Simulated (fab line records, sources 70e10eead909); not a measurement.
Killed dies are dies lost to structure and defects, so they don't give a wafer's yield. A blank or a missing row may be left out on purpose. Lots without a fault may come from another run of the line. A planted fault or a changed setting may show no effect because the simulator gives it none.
Chamber matching | flow nand_harc | NHARC_P_M1_DESCUM_14 on rie_diel-02: 4 sister chambers
The step chemistry O2, time 3 s. 14 wafers are shown with their chamber, then 7 later ones without.

WAFERS WITH THEIR CHAMBER
wafer  | chamber | drypump_motor_current_A (A) | oes_product_au (a.u.) | throttle_valve_pct (%)
L077.4 | 0       | 5.8                         | 1.023                 | 11.325
L077.5 | 2       | 6.0                         | 1.003                 | 11.301
L077.6 | 1       | 6.0                         | 1.002                 | 11.296
L078.1 | 0       | 5.8                         | 1.008                 | 11.303
L078.2 | 1       | 6.0                         | 1.002                 | 11.325
L078.6 | 0       | 5.7                         | 1.009                 | 11.300
L083.1 | 1       | 6.0                         | 1.009                 | 11.298
L083.3 | 0       | 5.8                         | 1.008                 | 11.303
L083.5 | 2       | 6.0                         | 1.009                 | 11.337
L084.1 | 1       | 6.0                         | 1.022                 | 11.317
L084.2 | 0       | 5.7                         | 1.020                 | 11.308
L084.4 | 2       | 6.0                         | 1.009                 | 11.318
L093.2 | 2       | 6.0                         | 1.009                 | 11.313
L093.4 | 3       | 5.9                         | 0.995                 | 11.296

SIGNATURES (means of the wafers above)
reading                 | chamber 0 | chamber 1 | chamber 2 | chamber 3 | scatter within a chamber
drypump_motor_current_A | 5.760     | 6.000     | 6.000     | 5.900     | 0.0346
oes_product_au          | 1.01360   | 1.00875   | 1.00750   | 0.99500   | 0.00712
throttle_valve_pct      | 11.30780  | 11.30900  | 11.31725  | 11.29600  | 0.013
Rule: a wafer's distance from a chamber is the root of the sum, over the readings, of the square of ((its reading less the chamber's mean) divided by the reading's scatter). The wafer belongs to the nearest chamber; if the next one is less than 2 further off, it can't be placed. The scatter: the root of (the sum of the squares of (reading less its chamber's mean) over the shown wafers, divided by (wafers less chambers)).

WAFERS WITHOUT THEIR CHAMBER
wafer  | drypump_motor_current_A (A) | oes_product_au (a.u.) | throttle_valve_pct (%)
L093.6 | 6.0                         | 1.013                 | 11.301
L096.1 | 6.0                         | 1.019                 | 11.313
L096.3 | 6.0                         | 1.025                 | 11.313
L096.5 | 5.9                         | 1.003                 | 11.311
L095.2 | 5.8                         | 1.000                 | 11.313
L095.4 | 6.0                         | 1.015                 | 11.326
L095.6 | 6.0                         | 1.009                 | 11.300

WHICH CHAMBER EACH WENT THROUGH
wafer  | from the rows above          | in truth
L093.6 | can't be placed: 1 or 2      | 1
L096.1 | can't be placed: 1 or 2      | 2
L096.3 | can't be placed: 1 or 2      | 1
L096.5 | can't be placed: 3 or 2 or 1 | 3
L095.2 | can't be placed: 0 or 3      | 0
L095.4 | can't be placed: 2 or 1      | 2
L095.6 | can't be placed: 1 or 2      | 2
Placed correctly: 0 of 7. Can't be placed from these rows: 7 (the true chamber is among the candidates in 7). Placed wrongly: 0.
